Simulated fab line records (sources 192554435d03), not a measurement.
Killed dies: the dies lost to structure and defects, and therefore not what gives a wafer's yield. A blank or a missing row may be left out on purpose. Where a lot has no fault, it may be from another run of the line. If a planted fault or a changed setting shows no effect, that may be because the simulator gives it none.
Matching of chambers ; flow n5 finfet ; 4 sister chambers for N5_BEOL_M1_ALD_84 on ald metal-01
The step deposits TaN, pulse time 2 s, purge time 3 s, co reactant purge time 2 s. 4 wafers are shown with their chamber, then 10 later ones without.

== WAFERS, EACH WITH ITS CHAMBER ==
wafer;chamber;heater power w (W)
L084.2;2;400
L086.1;1;449
L087.3;0;518
L087.4;3;394

== WAFERS WITH NO CHAMBER GIVEN ==
wafer;heater power w (W)
L087.5;461
L092.1;417
L092.4;517
L092.6;384
L094.1;506
L094.2;447
L094.5;398
L097.1;397
L097.3;455
L097.5;413

== WHICH CHAMBER EACH WENT THROUGH ==
wafer;from the rows above;in truth
L087.5;1;1
L092.1;can't be placed: 2 or 3 or 1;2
L092.4;0;0
L092.6;can't be placed: 3 or 2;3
L094.1;0;0
L094.2;1;1
L094.5;can't be placed: 2 or 3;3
L097.1;can't be placed: 2 or 3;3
L097.3;1;1
L097.5;can't be placed: 2 or 3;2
5 of 10 placed correctly. Unplaceable from these rows: 5, with the true chamber sitting among the candidates in 5. Wrongly placed: 0.
How it was worked out, from the rows above alone: a wafer's distance from a chamber is the root of the sum, over the readings, of the square of ((its reading less the chamber's mean) divided by the reading's scatter). If the next closest chamber is less than 2 further off than the closest, the wafer can't be placed; otherwise it belongs to the closest. A chamber's mean is the mean of its shown wafers. The scatter (one wafer shown for each chamber): square how far every hidden wafer sits from the nearest shown wafer, average those squares and take the square root.
